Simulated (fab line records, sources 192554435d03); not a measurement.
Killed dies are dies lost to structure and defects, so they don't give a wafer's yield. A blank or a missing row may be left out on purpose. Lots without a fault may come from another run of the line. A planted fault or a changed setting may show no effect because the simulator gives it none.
fab line records | flow n5_finfet
record lots=13 wafers=38 last_day=17
route steps=1938 shown BEOL_M9@1402 PASSIVATION@1936
lots that met no fault: from a run of the same line without faults
start_h: hours from the record's first day to the start of the lot's first wafer shown | wait_h: hours since the lot's step before | " the same as in the row above | L1.1+2: a row that stands for several wafers | - no value, or no start given | * or withheld: withheld | < > ~ a bound
route shown NAME@n: a module of which the file shows steps, and the number in the route of the first | usual: mean/standard deviation of fault-free wafers | same: alike in all rows | chamber/n: place in a boat | sites: the reading at each site | _std_site: their standard deviation | _edge_site: outer sites' mean less inner sites' | radius_mm: how far each site lies from the wafer's centre | mask NAME#n: copy n | behind: the tool/chamber that last shaped the wafer | hold: why the lot was held/for how many hours/how that ended | device: the transistor (n, p or np) that didn't switch | end of line: the same wafers' tests at the end of the route | a step without rows: its recipe alone | killed: dies lost to structure and defects at the first sort, not the wafer's yield | map: a wafer's dies, x killed, . not, _ none there
set.NAME: the setting as run; set.NAME@STEP: as run at that earlier step | model.NAME: the simulator's own value behind a step, which no gauge read
steps of the route over a sample of lots; a table a step, a row a wafer
services: from which hour (start_h, from the record's first day; less than 0 if before it) a tool's chamber was out of use, for how many hours, and why
## steps
# step N5_BEOL_M9_CURE_71
# recipe temp_c=385 time_s=240 ambient=He/Ar material=SiCOH_lowk
# usual lamp_power_pct=52.31/0.054 wafer_temp_C_max=386.9/0.67
# columns lot.wafer tool chamber start_h wait_h lamp_power_pct wafer_temp_C_max
L726.2 uv_cure-03 2 212.38 0.1 52.42 388.3
L726.4 " 2 " " 52.22 387.9
L726.5 " 2 " " 52.28 387.0
L727.1 uv_cure-01 0 213.27 0.1 52.39 386.4
L727.3 " 0 " " 52.26 387.3
L727.6 " 0 " " 52.32 387.1
L729.2 uv_cure-03 0 222.21 0.7 52.33 385.6
L729.3 " 0 " " 52.32 386.2
L729.6 " 0 " " 52.36 386.1
L728.1 uv_cure-02 2 233.46 1.0 52.28 387.9
L728.2 " 2 " " 52.39 388.1
L728.3 " 2 " " 52.34 387.2
L733.2 uv_cure-02 1 237.34 0.1 52.32 386.6
L733.3 " 1 " " 52.39 386.2
L733.4 " 1 " " 52.29 386.5
L732.2 uv_cure-03 0 240.94 0.1 52.30 386.2
L732.3 " 0 " " 52.28 386.2
L732.6 " 0 " " 52.32 385.7
L740.1 uv_cure-03 2 284.88 0.0 52.34 387.8
L740.2 " 2 " " 52.26 386.8
L740.6 " 2 " " 52.35 387.3
L738.1 uv_cure-03 0 286.96 0.0 52.35 386.2
L738.3 " 0 " " 52.33 385.9
L738.4 " 0 " " 52.26 386.2
L742.3 uv_cure-02 1 299.96 0.6 52.31 386.8
L742.4 " 1 " " 52.29 387.2
L742.6 " 1 " " 52.32 386.6
L743.1 uv_cure-02 1 300.66 0.0 52.32 387.0
L743.3 " 1 " " 52.32 386.5
L743.5 " 1 " " 52.29 386.5
L747.2 uv_cure-03 0 330.73 0.1 52.36 386.5
L747.3 " 0 " " 52.30 386.5
L747.5 " 0 " " 52.31 386.1
L748.1 uv_cure-02 2 332.10 0.0 52.23 387.9
L748.5 " 2 " " 52.22 387.3
L749.2 uv_cure-02 0 337.96 0.1 52.26 386.7
L749.3 " 0 " " 52.37 386.8
L749.6 " 0 " " 52.35 387.6
# step N5_BEOL_M9_THK_MEAS_01
# recipe reads=SiCOH_lowk_of_BEOL_M9_ILD_DEP_00
# usual M9_ILD_THK=269/3.6
# columns lot.wafer tool chamber start_h wait_h M9_ILD_THK[nm]
L726.2 film_metro-02 - 212.81 0.4 268
L726.4 " - " " 272
L726.5 " - " " 273
L727.1 film_metro-02 - 213.78 0.4 266
L727.3 " - " " 270
L727.6 " - " " 269
L729.2 film_metro-01 - 222.64 0.4 268
L729.3 " - " " 270
L729.6 " - " " 270
L728.1 film_metro-02 - 233.97 0.4 267
L728.2 " - " " 269
L728.3 " - " " 262
L733.2 film_metro-02 - 237.78 0.4 263
L733.3 " - " " 264
L733.4 " - " " 266
L732.2 film_metro-01 - 241.38 0.4 263
L732.3 " - " " 264
L732.6 " - " " 270
L740.1 film_metro-02 - 285.87 0.8 271
L740.2 " - " " 267
L740.6 " - " " 271
L738.1 film_metro-01 - 287.47 0.4 266
L738.3 " - " " 262
L738.4 " - " " 271
L742.3 film_metro-02 - 300.31 0.3 261
L742.4 " - " " 272
L742.6 " - " " 269
L743.1 film_metro-02 - 301.34 0.6 261
L743.3 " - " " 263
L743.5 " - " " 269
L747.2 film_metro-01 - 331.18 0.4 262
L747.3 " - " " 261
L747.5 " - " " 267
L748.1 film_metro-01 - 332.61 0.4 264
L748.5 " - " " 269
L749.2 film_metro-02 - 338.39 0.4 267
L749.3 " - " " 271
L749.6 " - " " 270
# step N5_BEOL_M9_HM_DEP_02
# recipe material=TiN target_thk_a=200 temp_c=25 chamber_pressure_pa=0.49996
# usual chamber_pressure_pa=0.4999/0.00092 throttle_valve_pct=30.1/1.5
# columns lot.wafer tool chamber start_h wait_h chamber_pressure_pa throttle_valve_pct
L726.2 pvd_sputter-03 - 214.85 2.0 0.4998 31.8
L726.4 " - " " 0.5002 29.0
L726.5 " - " " 0.4997 31.8
L727.1 pvd_sputter-02 - 215.00 1.2 0.5001 27.7
L727.3 " - " " 0.4997 30.2
L727.6 " - " " 0.4997 27.7
L729.2 pvd_sputter-01 - 224.21 1.5 0.4991 28.4
L729.3 " - " " 0.4998 30.2
L729.6 " - " " 0.5000 28.2
L728.1 pvd_sputter-03 - 235.07 1.0 0.4995 29.6
L728.2 " - " " 0.4998 31.7
L728.3 " - " " 0.4992 29.0
L733.2 pvd_sputter-02 - 238.59 0.8 0.4993 30.3
L733.3 " - " " 0.4999 31.9
L733.4 " - " " 0.5001 27.4
L732.2 pvd_sputter-01 - 241.97 0.5 0.5014 31.0
L732.3 " - " " 0.4993 30.1
L732.6 " - " " 0.5017 30.2
L740.1 pvd_sputter-02 - 286.61 0.7 0.4973 27.8
L740.2 " - " " 0.4999 31.5
L740.6 " - " " 0.5009 31.3
L738.1 pvd_sputter-03 - 288.44 0.9 0.4992 31.5
L738.3 " - " " 0.4994 29.1
L738.4 " - " " 0.5001 32.0
L742.3 pvd_sputter-02 - 304.54 4.2 0.5019 31.5
L742.4 " - " " 0.5005 32.2
L742.6 " - " " 0.4994 31.6
L743.1 pvd_sputter-02 - 304.74 3.3 0.4999 27.7
L743.3 " - " " 0.5003 31.4
L743.5 " - " " 0.4989 30.1
L747.2 pvd_sputter-02 - 331.49 0.3 0.4981 30.3
L747.3 " - " " 0.4995 27.5
L747.5 " - " " 0.5010 31.4
L748.1 pvd_sputter-01 - 334.11 1.4 0.5017 30.9
L748.5 " - " " 0.5009 28.3
L749.2 pvd_sputter-01 - 339.96 1.5 0.4997 28.3
L749.3 " - " " 0.4999 28.6
L749.6 " - " " 0.4991 28.5
# step N5_BEOL_M9_COAT_75
# recipe resist=underlayer temp_c=205 time_s=60 spin_rpm=1500 resist_thk_nm=5
# usual dispense_pressure_kPa=50/5.1 run_length_s=66.13/0.24
# columns lot.wafer tool chamber start_h wait_h dispense_pressure_kPa run_length_s
L727.1 litho_track-03 0 217.23 - 57 66.27
L727.3 " 0 " " 57 66.17
L727.6 " 0 " " 57 66.23
L726.2 litho_track-04 0 217.37 - 45 66.19
L726.4 " 0 " " 45 66.53
L726.5 " 0 " " 45 66.25
L729.2 litho_track-04 0 225.51 - 45 66.34
L729.3 " 0 " " 46 66.41
L729.6 " 0 " " 45 66.14
L728.1 litho_track-04 0 237.21 - 46 66.08
L728.2 " 0 " " 46 66.31
L728.3 " 0 " " 46 66.08
L733.2 litho_track-03 0 240.57 - 57 66.31
L733.3 " 0 " " 57 66.17
L733.4 " 0 " " 57 66.17
L732.2 litho_track-01 0 244.35 - 47 66.09
L732.3 " 0 " " 47 65.88
L732.6 " 0 " " 47 65.77
L740.1 litho_track-03 0 287.56 - 57 76.40
L740.2 " 0 " " 57 66.28
L740.6 " 0 " " 57 76.63
L738.1 litho_track-03 0 292.70 - 57 76.73
L738.3 " 0 " " 57 66.33
L738.4 " 0 " " 57 66.28
L743.1 litho_track-01 0 307.84 - 47 65.79
L743.3 " 0 " " 47 65.73
L743.5 " 0 " " 47 66.01
L742.3 litho_track-04 0 307.85 - 46 66.26
L742.4 " 0 " " 46 66.43
L742.6 " 0 " " 45 66.36
L747.2 litho_track-04 0 333.04 - 46 66.09
L747.3 " 0 " " 46 66.17
L747.5 " 0 " " 46 66.12
L748.1 litho_track-04 0 336.25 - 46 66.21
L748.5 " 0 " " 46 66.31
L749.2 litho_track-01 0 343.65 - 47 65.99
L749.3 " 0 " " 47 65.92
L749.6 " 0 " " 47 65.78
# step N5_PASSIVATION_PROBE_49
# usual defect_limited_yield=91.5/1.4 killed_at_M0_to_M3=32/9.7 killed_at_M4_up=14/5.3 killed_at_contacts=11/6 killed_at_front_end=39/14 killed_at_other=3.3/2.7 killed_dies=100/17 killed_open=66/13 killed_short=32/7.4 sort_bin_5_function=4.9/0.9 sort_bin_6_memory=3.2/0.72 sort_bin_8_speed=0.00/0.0071 sort_n_pass=1080/17 sort_yield_pct=91.5/1.4
# same gross_dies=1180 killed_at_back_side=0 sort_bin_4_leakage[%]=0
# columns lot.wafer tool chamber start_h wait_h defect_limited_yield[%] killed_at_M0_to_M3 killed_at_M4_up killed_at_contacts killed_at_front_end killed_at_other killed_dies killed_open killed_short sort_bin_5_function[%] sort_bin_6_memory[%] sort_bin_8_speed[%] sort_n_pass sort_yield_pct[%]
L727.1 prober-02 - 277.72 0.0 93.1 31 14 4 30 2 81 54 26 4.2 2.6 0 1099 93.1
L727.3 prober-02 - 277.82 0.1 91.3 52 5 17 26 3 103 67 36 5.7 2.5 0 1077 91.3
L727.6 prober-02 - 277.97 0.3 93.2 29 13 9 27 2 80 56 24 3.9 2.5 0 1100 93.2
L726.2 prober-02 - 283.46 0.1 92.0 34 18 9 28 5 94 63 31 5.2 2.6 0 1086 92.0
L726.4 prober-02 - 283.56 0.2 94.3 30 10 7 13 7 67 42 25 3.2 2.1 0 1113 94.3
L726.5 prober-02 - 283.61 0.2 91.9 45 13 2 31 4 95 59 36 4.3 3.4 0 1085 91.9
L729.2 prober-02 - 283.76 0.4 92.5 28 12 13 25 11 89 62 25 4.7 2.7 0 1091 92.5
L729.3 prober-02 - 283.81 0.4 93.1 29 14 3 32 4 82 45 37 4.3 2.3 0 1098 93.1
L729.6 prober-02 - 283.96 0.6 91.9 25 17 6 36 11 95 57 33 5.1 2.3 0 1085 91.9
L728.1 prober-02 - 300.28 0.0 90.6 33 15 21 34 8 111 71 40 5.0 4.2 0 1069 90.6
L728.2 prober-02 - 300.33 0.1 91.3 28 19 18 38 0 103 65 36 4.7 3.6 0.08 1077 91.3
L728.3 prober-02 - 300.38 0.1 91.4 42 12 11 31 6 102 79 23 4.6 3.8 0 1078 91.4
L732.2 prober-02 - 305.18 0.1 91.7 46 16 13 18 5 98 66 32 5.3 2.6 0 1082 91.7
L732.3 prober-02 - 305.23 0.1 90.8 39 27 17 23 3 109 76 32 6.0 3.0 0 1071 90.8
L732.6 prober-02 - 305.38 0.3 93.4 17 14 11 32 4 78 57 20 4.2 2.4 0 1102 93.4
L733.2 prober-01 - 307.84 0.1 90.0 28 29 9 52 0 118 74 40 5.3 4.1 0 1062 90.0
L733.3 prober-01 - 307.89 0.1 94.1 15 18 9 21 7 70 51 19 3.0 2.7 0 1110 94.1
L733.4 prober-01 - 307.94 0.2 91.6 34 22 7 35 1 99 60 35 5.2 3.1 0 1081 91.6
L740.1 prober-01 - 342.74 0.0 92.2 18 17 12 42 3 92 65 27 4.7 2.9 0 1088 92.2
L740.2 prober-01 - 342.79 0.1 92.4 30 17 8 33 2 90 56 33 4.5 3.1 0 1090 92.4
L740.6 prober-01 - 342.99 0.3 90.3 35 25 19 35 0 114 87 27 6.0 3.3 0 1066 90.3
L738.1 prober-02 - 351.37 0.0 90.4 48 23 6 30 6 113 85 28 5.4 4.0 0 1067 90.4
L738.3 prober-02 - 351.47 0.1 92.6 30 10 4 42 1 87 56 31 4.1 3.1 0 1093 92.6
L738.4 prober-02 - 351.52 0.2 90.6 29 16 8 51 7 111 74 37 4.7 4.3 0 1069 90.6
L743.1 prober-01 - 367.93 0.0 92.9 29 11 11 30 3 84 55 26 4.3 2.7 0 1096 92.9
L743.3 prober-01 - 368.03 0.1 90.9 33 11 9 52 2 107 67 38 4.9 3.7 0 1073 90.9
L743.5 prober-01 - 368.13 0.2 93.1 25 10 6 36 4 81 52 28 3.8 2.9 0 1099 93.1
L742.3 prober-02 - 367.95 0.1 93.9 28 8 4 31 1 72 44 27 3.3 2.2 0 1108 93.9
L742.4 prober-02 - 368.00 0.2 92.7 27 9 7 41 2 86 49 29 4.1 2.1 0 1094 92.7
L742.6 prober-02 - 368.10 0.3 93.1 28 7 20 26 0 81 59 22 3.7 3.1 0 1099 93.1
L747.2 prober-02 - 392.33 0.1 90.8 52 25 2 28 1 108 70 35 5.4 3.3 0 1072 90.8
L747.3 prober-02 - 392.38 0.1 91.8 39 15 2 41 0 97 61 28 4.3 2.9 0 1083 91.8
L747.5 prober-02 - 392.48 0.2 89.4 40 21 8 55 1 125 80 36 5.5 4.2 0 1055 89.4
L748.1 prober-01 - 398.41 0.0 91.9 16 13 18 45 3 95 62 29 4.8 3.1 0 1085 91.9
L748.5 prober-01 - 398.61 0.2 87.4 51 22 8 63 5 149 96 52 6.9 5.1 0 1031 87.4
L749.2 prober-01 - 403.01 0.1 93.2 21 7 11 41 0 80 61 16 3.3 2.9 0 1100 93.2
L749.3 prober-01 - 403.06 0.1 92.9 15 11 7 46 5 84 50 34 4.7 1.9 0 1096 92.9
L749.6 prober-01 - 403.21 0.3 92.0 24 22 13 27 8 94 64 30 4.7 3.0 0 1086 92.0
# killed by level:class
L727.1 FIN_SAQP:geometric_particle:open=12 BEOL_M2:geometric_particle:open=11 BEOL_M1:geometric_particle:open=5 MOL_CONTACT_COAG:geometric_particle:open=4 BEOL_M0_SAQP:geometric_particle:open=4 BEOL_M0_SAQP:geometric_particle:short=4 BEOL_M5:geometric_particle:short=4 BEOL_M8:geometric_particle:open=4
L727.3 MOL_CONTACT_COAG:geometric_particle:open=14 BEOL_M0_SAQP:geometric_particle:short=11 BEOL_M0_SAQP:geometric_particle:open=11 BEOL_M2:geometric_particle:open=11 FIN_SAQP:geometric_particle:open=9 FIN_SAQP:geometric_particle:short=7 BEOL_M1:geometric_particle:open=7 BEOL_M2:geometric_particle:short=5
L727.6 MOL_CONTACT_COAG:geometric_particle:open=9 BEOL_M0_SAQP:geometric_particle:short=9 FIN_SAQP:geometric_particle:open=7 BEOL_M2:geometric_particle:open=7 BEOL_M0_SAQP:geometric_particle:open=5 BEOL_M8:geometric_particle:open=5 STARTING-WAFER:geometric_particle:open=5 BEOL_M1:geometric_particle:open=4
L726.2 BEOL_M2:geometric_particle:open=13 MOL_CONTACT_COAG:geometric_particle:open=9 FIN_SAQP:geometric_particle:short=8 BEOL_M4:geometric_particle:open=8 BEOL_M1:geometric_particle:open=7 FIN_SAQP:geometric_particle:open=6 GATE_CUT:geometric_particle:short=5 BEOL_M0_SAQP:geometric_particle:short=5
L726.4 BEOL_M3:geometric_particle:open=8 MOL_CONTACT_COAG:geometric_particle:open=6 BEOL_M0_SAQP:geometric_particle:open=6 BEOL_M0_SAQP:geometric_particle:short=5 FIN_SAQP:geometric_particle:short=4 BEOL_M2:geometric_particle:open=4 BEOL_M3:geometric_particle:short=4 MIM_TOP_ETCH:geometric_particle:open=3
L726.5 BEOL_M3:geometric_particle:open=11 FIN_SAQP:geometric_particle:short=10 BEOL_M0_SAQP:geometric_particle:open=9 BEOL_M0_SAQP:geometric_particle:short=9 BEOL_M2:geometric_particle:open=9 FIN_SAQP:geometric_particle:open=6 GATE_CUT:geometric_particle:short=4 BEOL_M1:geometric_particle:open=4
L729.2 MOL_CONTACT_COAG:geometric_particle:open=12 BEOL_M0:geometric_particle:open=7 BEOL_M1:geometric_particle:open=7 FIN_SAQP:geometric_particle:open=5 BEOL_M0_SAQP:geometric_particle:open=4 BEOL_M4:geometric_particle:open=4 PAD_METAL:geometric_particle:short=3 STI_FIN_REVEAL:geometric_particle:open=3
L729.3 FIN_SAQP:geometric_particle:short=9 BEOL_M0_SAQP:geometric_particle:short=8 BEOL_M3:geometric_particle:open=7 BEOL_M3:geometric_particle:short=5 FIN_SAQP:geometric_particle:open=4 BEOL_M7:geometric_particle:open=4 ILD0:geometric_particle:open=3 MOL_CONTACT_COAG:geometric_particle:open=3
L729.6 STI_FIN_REVEAL:geometric_particle:open=6 BEOL_M2:geometric_particle:open=6 STARTING-WAFER:geometric_particle:short=6 FIN_SAQP:geometric_particle:open=5 FIN_SAQP:geometric_particle:short=5 HKMG_FIN:area_etch=5 MOL_CONTACT_COAG:geometric_particle:open=4 BEOL_M1:geometric_particle:open=4
L728.1 MOL_CONTACT_COAG:geometric_particle:open=13 STI_FIN_REVEAL:geometric_particle:open=11 BEOL_M4:geometric_particle:open=9 BEOL_M1:geometric_particle:short=8 MOL_CONTACT_COAG:geometric_particle:short=8 BEOL_M1:geometric_particle:open=7 FIN_SAQP:geometric_particle:short=5 BEOL_M0_SAQP:geometric_particle:short=5
L728.2 MOL_CONTACT_COAG:geometric_particle:open=14 ILD0:geometric_particle:open=8 FIN_SAQP:geometric_particle:open=7 BEOL_M1:geometric_particle:open=7 BEOL_M4:geometric_particle:open=7 FIN_SAQP:geometric_particle:short=6 BEOL_M3:geometric_particle:open=6 BEOL_M4:geometric_particle:short=6
L728.3 BEOL_M0_SAQP:geometric_particle:open=15 MOL_CONTACT_COAG:geometric_particle:open=11 STI_FIN_REVEAL:geometric_particle:open=8 BEOL_M1:geometric_particle:open=8 BEOL_M0_SAQP:geometric_particle:short=7 BEOL_M4:geometric_particle:open=7 DUMMY_GATE:geometric_particle:open=6 BEOL_M2:geometric_particle:open=4
L732.2 MOL_CONTACT_COAG:geometric_particle:open=11 BEOL_M2:geometric_particle:open=10 BEOL_M0_SAQP:geometric_particle:open=9 BEOL_M1:geometric_particle:open=9 STI_FIN_REVEAL:geometric_particle:open=7 BEOL_M1:geometric_particle:short=5 BEOL_M3:geometric_particle:short=4 BEOL_M3:geometric_particle:open=4
L732.3 MOL_CONTACT_COAG:geometric_particle:open=14 BEOL_M3:geometric_particle:open=13 BEOL_M4:geometric_particle:open=10 BEOL_M1:geometric_particle:open=9 STI_FIN_REVEAL:geometric_particle:open=8 BEOL_M5:geometric_particle:short=5 STARTING-WAFER:geometric_particle:short=5 BEOL_M3:geometric_particle:short=4
L732.6 STI_FIN_REVEAL:geometric_particle:open=11 MOL_CONTACT_COAG:geometric_particle:open=10 BEOL_M3:geometric_particle:open=6 FIN_SAQP:geometric_particle:open=5 BEOL_M4:geometric_particle:open=5 GATE_CUT:geometric_particle:short=4 BEOL_M2:geometric_particle:open=4 GATE_CUT:geometric_particle:open=3
L733.2 BEOL_M4:geometric_particle:open=20 FIN_SAQP:geometric_particle:short=10 DUMMY_GATE:geometric_particle:open=9 BEOL_M0_SAQP:geometric_particle:open=8 MOL_CONTACT_COAG:geometric_particle:open=7 BEOL_M3:geometric_particle:open=7 STI_FIN_REVEAL:geometric_particle:open=4 ILD0:geometric_particle:short=4
L733.3 BEOL_M4:geometric_particle:open=12 MOL_CONTACT_COAG:geometric_particle:open=9 BEOL_M0_SAQP:geometric_particle:short=6 GATE_CUT:geometric_particle:short=5 BEOL_M0_SAQP:geometric_particle:open=5 FIN_SAQP:geometric_particle:open=4 MIM_TOP_ETCH:geometric_particle:open=4 DUMMY_GATE:geometric_particle:open=3
L733.4 BEOL_M4:geometric_particle:open=17 BEOL_M2:geometric_particle:open=9 BEOL_M0_SAQP:geometric_particle:open=8 BEOL_M0_SAQP:geometric_particle:short=8 GATE_CUT:geometric_particle:short=7 MOL_CONTACT_COAG:geometric_particle:open=5 STI_FIN_REVEAL:geometric_particle:open=4 SD_EPI_N:coat_microbubble_printed=4
L740.1 STI_FIN_REVEAL:geometric_particle:open=16 MOL_CONTACT_COAG:geometric_particle:open=11 BEOL_M4:geometric_particle:open=11 BEOL_M3:geometric_particle:open=8 FIN_SAQP:geometric_particle:open=6 STARTING-WAFER:geometric_particle:short=6 GATE_CUT:geometric_particle:short=4 BEOL_M4:geometric_particle:short=3
L740.2 FIN_SAQP:geometric_particle:short=9 FIN_SAQP:geometric_particle:open=8 BEOL_M2:geometric_particle:open=8 DUMMY_GATE:geometric_particle:open=7 MOL_CONTACT_COAG:geometric_particle:open=5 BEOL_M0_SAQP:geometric_particle:short=5 BEOL_M0_SAQP:geometric_particle:open=4 BEOL_M8:geometric_particle:open=4
L740.6 MOL_CONTACT_COAG:geometric_particle:open=17 STI_FIN_REVEAL:geometric_particle:open=14 BEOL_M4:geometric_particle:open=13 BEOL_M2:geometric_particle:open=8 BEOL_M8:geometric_particle:open=7 BEOL_M0_SAQP:geometric_particle:short=6 BEOL_M0_SAQP:geometric_particle:open=6 GATE_CUT:geometric_particle:open=5
L738.1 BEOL_M3:geometric_particle:open=16 BEOL_M4:geometric_particle:open=14 BEOL_M0_SAQP:geometric_particle:short=9 STI_FIN_REVEAL:geometric_particle:open=8 BEOL_M0_SAQP:geometric_particle:open=8 FIN_SAQP:geometric_particle:open=7 BEOL_M1:geometric_particle:open=6 MOL_CONTACT_COAG:geometric_particle:open=5
L738.3 BEOL_M3:geometric_particle:open=9 FIN_SAQP:geometric_particle:open=7 BEOL_M0_SAQP:geometric_particle:open=7 FIN_SAQP:geometric_particle:short=6 STI_FIN_REVEAL:geometric_particle:open=6 DUMMY_GATE:geometric_particle:open=5 GATE_CUT:geometric_particle:short=5 BEOL_M1:geometric_particle:open=4
L738.4 STI_FIN_REVEAL:geometric_particle:open=14 FIN_SAQP:geometric_particle:short=8 DUMMY_GATE:geometric_particle:open=8 BEOL_M3:geometric_particle:open=7 MOL_CONTACT_COAG:geometric_particle:open=7 BEOL_M0_SAQP:geometric_particle:open=6 FIN_SAQP:geometric_particle:open=5 BEOL_M5:geometric_particle:open=5
L743.1 MOL_CONTACT_COAG:geometric_particle:open=9 BEOL_M2:geometric_particle:open=8 STI_FIN_REVEAL:geometric_particle:open=7 BEOL_M0_SAQP:geometric_particle:short=7 BEOL_M0_SAQP:geometric_particle:open=5 FIN_SAQP:geometric_particle:open=4 FIN_SAQP:geometric_particle:short=3 STARTING-WAFER:geometric_particle:short=3
L742.3 GATE_CUT:geometric_particle:short=6 BEOL_M3:geometric_particle:open=6 GATE_CUT:geometric_particle:open=5 STI_FIN_REVEAL:geometric_particle:open=5 BEOL_M0_SAQP:geometric_particle:short=5 FIN_SAQP:geometric_particle:short=4 FIN_SAQP:geometric_particle:open=3 BEOL_M0_SAQP:geometric_particle:open=3
L742.4 FIN_SAQP:geometric_particle:open=8 FIN_SAQP:geometric_particle:short=8 BEOL_M0_SAQP:geometric_particle:open=8 HKMG_FIN:area_etch=8 GATE_CUT:geometric_particle:short=6 STARTING-WAFER:geometric_particle:open=5 MOL_CONTACT_COAG:geometric_particle:open=5 BEOL_M3:geometric_particle:open=4
L743.3 BEOL_M0_SAQP:geometric_particle:open=15 FIN_SAQP:geometric_particle:short=12 STI_FIN_REVEAL:geometric_particle:open=9 BEOL_M0_SAQP:geometric_particle:short=9 MOL_CONTACT_COAG:geometric_particle:open=8 STARTING-WAFER:geometric_particle:open=7 FIN_SAQP:geometric_particle:open=5 DUMMY_GATE:geometric_particle:open=5
L742.6 MOL_CONTACT_COAG:geometric_particle:open=18 BEOL_M2:geometric_particle:open=7 FIN_SAQP:geometric_particle:short=6 STI_FIN_REVEAL:geometric_particle:open=5 BEOL_M0_SAQP:geometric_particle:short=5 FIN_SAQP:geometric_particle:open=4 BEOL_M0:geometric_particle:open=4 BEOL_M1:geometric_particle:open=3
L743.5 STI_FIN_REVEAL:geometric_particle:open=10 FIN_SAQP:geometric_particle:short=7 BEOL_M2:geometric_particle:open=6 MOL_CONTACT_COAG:geometric_particle:open=5 BEOL_M0_SAQP:geometric_particle:short=4 BEOL_M0_SAQP:geometric_particle:open=4 BEOL_M7:geometric_particle:open=4 STI_FIN_REVEAL:geometric_particle:short=3
L747.2 BEOL_M0_SAQP:geometric_particle:open=19 BEOL_M0_SAQP:geometric_particle:short=13 BEOL_M3:geometric_particle:open=9 FIN_SAQP:geometric_particle:open=8 BEOL_M4:geometric_particle:open=8 BEOL_M1:geometric_particle:open=6 FIN_SAQP:geometric_particle:short=5 BEOL_M5:geometric_particle:short=4
L747.3 BEOL_M0_SAQP:geometric_particle:open=15 FIN_SAQP:geometric_particle:open=12 BEOL_M0_SAQP:geometric_particle:short=10 BEOL_M4:geometric_particle:open=10 FIN_SAQP:geometric_particle:short=8 HKMG_FIN:area_etch=7 BEOL_M1:geometric_particle:open=6 BEOL_M3:geometric_particle:open=4
L747.5 FIN_SAQP:geometric_particle:short=10 FIN_SAQP:geometric_particle:open=10 BEOL_M0_SAQP:geometric_particle:open=10 BEOL_M3:geometric_particle:open=10 HKMG_FIN:area_etch=8 BEOL_M1:geometric_particle:open=7 MOL_CONTACT_COAG:geometric_particle:open=6 BEOL_M4:geometric_particle:open=5
L748.1 MOL_CONTACT_COAG:geometric_particle:open=13 FIN_SAQP:geometric_particle:open=8 STI_FIN_REVEAL:geometric_particle:open=7 BEOL_M3:geometric_particle:open=6 ILD0:geometric_particle:open=5 GATE_CUT:geometric_particle:short=5 MOL_CONTACT_COAG:geometric_particle:short=5 BEOL_M4:geometric_particle:open=5
L748.5 STI_FIN_REVEAL:geometric_particle:open=23 BEOL_M0_SAQP:geometric_particle:open=10 BEOL_M2:geometric_particle:open=10 BEOL_M0_SAQP:geometric_particle:short=8 BEOL_M3:geometric_particle:open=8 GATE_CUT:geometric_particle:short=7 MOL_CONTACT_COAG:geometric_particle:open=7 BEOL_M4:geometric_particle:open=7
L749.2 STI_FIN_REVEAL:geometric_particle:open=13 MOL_CONTACT_COAG:geometric_particle:open=8 FIN_SAQP:geometric_particle:open=7 BEOL_M0_SAQP:geometric_particle:open=7 STARTING-WAFER:geometric_particle:open=6 GATE_CUT:geometric_particle:short=4 BEOL_M0_SAQP:geometric_particle:short=4 BEOL_M3:geometric_particle:open=4
L749.3 STI_FIN_REVEAL:geometric_particle:open=10 GATE_CUT:geometric_particle:short=7 GATE_CUT:geometric_particle:open=6 MOL_CONTACT_COAG:geometric_particle:open=6 FIN_SAQP:geometric_particle:short=5 FIN_SAQP:geometric_particle:open=5 STI_FIN_REVEAL:geometric_particle:short=4 BEOL_M3:geometric_particle:open=4
L749.6 MOL_CONTACT_COAG:geometric_particle:open=11 STI_FIN_REVEAL:geometric_particle:open=8 BEOL_M0_SAQP:geometric_particle:open=7 BEOL_M4:geometric_particle:open=7 BEOL_M5:geometric_particle:open=5 GATE_CUT:geometric_particle:short=4 BEOL_M1:geometric_particle:open=4 PASS1_CAP:geometric_particle:short=4
## services
# columns tool chamber start_h hours kind
uv_cure-01 - 215.37 28.1 pm
uv_cure-02 - 289.28 1.5 repair
uv_cure-03 - 294.98 7.5 pm
uv_cure-02 - 303.77 1.3 repair
uv_cure-01 - 308.01 1.1 repair
uv_cure-02 - 335.57 0.5 repair
uv_cure-02 - 341.70 1.4 repair
## key
first_sign step=N5_BEOL_M9_COAT_75 reading=run_length_s direction=up sigmas=43 usual=* struck=*
effect none on later readings
met_at N5_BEOL_M9_COAT_75
struck_lots L738,L740
struck_wafers L738.1,L740.1,L740.6
not_acting_at N5_BEOL_M9_CURE_71,N5_BEOL_M9_THK_MEAS_01,N5_BEOL_M9_HM_DEP_02
onset_between 240.57 287.56
fault kind=process_parameter_drift tool=litho_track-03 chamber=- onset_h=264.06 steps=N5_BEOL_M9_COAT_75 channel=time_s offset=* shape=step end_h=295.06 scope=struck_wafers_only acts_in=* stated=*
